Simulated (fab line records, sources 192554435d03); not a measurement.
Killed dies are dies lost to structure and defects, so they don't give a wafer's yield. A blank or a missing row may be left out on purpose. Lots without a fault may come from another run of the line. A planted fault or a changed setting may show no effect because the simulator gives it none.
Problem report in the 8D (eight disciplines) form, filled by code | flow n5_finfet | the parts of the form that need people (team, actions taken, sign-off) are left out

1. THE PROBLEM
time_to_endpoint_s at N5_GATE_CUT_CMP_02 reads a mean of 36.2 s on 2 wafers of 2 lots; wafers without a fault read 26.0 s with a standard deviation of 2.4. That is +4.2 standard deviations from the usual mean.
The step: polishes, stops on SiO2, t overpolish 12.7 s, target thk 0 nm.
First seen on wafer L756.2, day 8 21:05, on cmp-04. The record holds 29 wafers of 10 lots with a number at this step. Rule for "out", or "out of limits": more than 4 standard deviations from the usual mean. The other wafers with a number count as sound.

2. WHAT IT IS AND WHAT IT IS NOT
question                    | is                 | is not
which readings at this step | time_to_endpoint_s | motor_current_A
which lots                  | L756, L759         | L739, L741, L743, L745, L746, L750, L760, L761
which wafers of those lots  | L756.2, L759.2     | L756.5, L759.5, L759.6
read on which tools         | cmp-04             | cmp-02, cmp-03
when                        | from day 8 21:05   | up to then (19 sound wafers); but 8 sound wafers of L759, L760, L761 came after

3. SUSPECTS, AND WHAT RULES EACH OUT
Counting: a tool at a process step up to the reading stays a suspect if it ran every lot that is out. Sound lots after the first of them don't rule it out here, since some wafers of a struck lot are sound.
- rie_diel-03 at N5_GATE_CUT_STRIP_59 (strips in N2/H2, time 20 s): kept. It ran every lot that is out, first L756 (day 8 18:32); its last sound lot up to then is L745 (day 6 03:11).
- pecvd-01 at N5_GATE_CUT_PECVD_57 (deposits SiNx from SiH4/NH3/N2, target thk 21 nm): kept. It ran every lot that is out, first L756 (day 8 20:56); its last sound lot up to then is L750 (day 7 17:11).
- cmp-04 at N5_GATE_CUT_CMP_02 (polishes, stops on SiO2, t overpolish 12.7 s, target thk 0 nm): kept. It ran every lot that is out, first L756 (day 8 21:05); its last sound lot up to then is L750 (day 7 17:20). Its own readings are out on those wafers: time_to_endpoint_s.
- Within cmp-04 at N5_GATE_CUT_CMP_02: the wafers that are out ran in chamber 0; their sound lot-mates ran in chambers 1, 2, 3.
Left after counting: rie_diel-03 at N5_GATE_CUT_STRIP_59, pecvd-01 at N5_GATE_CUT_PECVD_57, cmp-04 at N5_GATE_CUT_CMP_02.

4. THE CAUSE (what the simulator had put in)
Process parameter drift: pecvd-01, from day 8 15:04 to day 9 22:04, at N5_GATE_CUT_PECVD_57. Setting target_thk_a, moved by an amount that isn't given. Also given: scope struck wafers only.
Counting left 3 suspects, and this tool is among them.

5. THE CHAIN OF EFFECTS, in route order
Each row: a reading whose mean over the struck wafers that have a number lies more than 3 standard deviations from the usual. Only readings for which the record gives a usual standard deviation are gone through. hours: the time from each lot's start at the first step in this table that gives one to its start at this step, as a median over the lots. sigmas: the change in usual standard deviations.
hours | step               | reading            | usual  | on struck wafers | change | sigmas
0     | N5_GATE_CUT_CMP_02 | time_to_endpoint_s | 26.0 s | 36.2             | +10.2  | +4.2
The process steps in it:
- N5_GATE_CUT_CMP_02: polishes, stops on SiO2, t overpolish 12.7 s, target thk 0 nm.

6. WHAT WOULD HAVE CAUGHT IT SOONER
In this record the first reading out of limits was taken at day 8 21:05, 6 hours after the fault began at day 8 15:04.
Of the tool readings at N5_GATE_CUT_PECVD_57 for which the record gives a usual standard deviation, none was out on any struck wafer, so an alarm limit of 4 standard deviations on them would not have fired.
Of the lots that are out (2), L759 began N5_GATE_CUT_PECVD_57 on pecvd-01 after day 8 21:05. A hold on the tool at that time would have spared it.
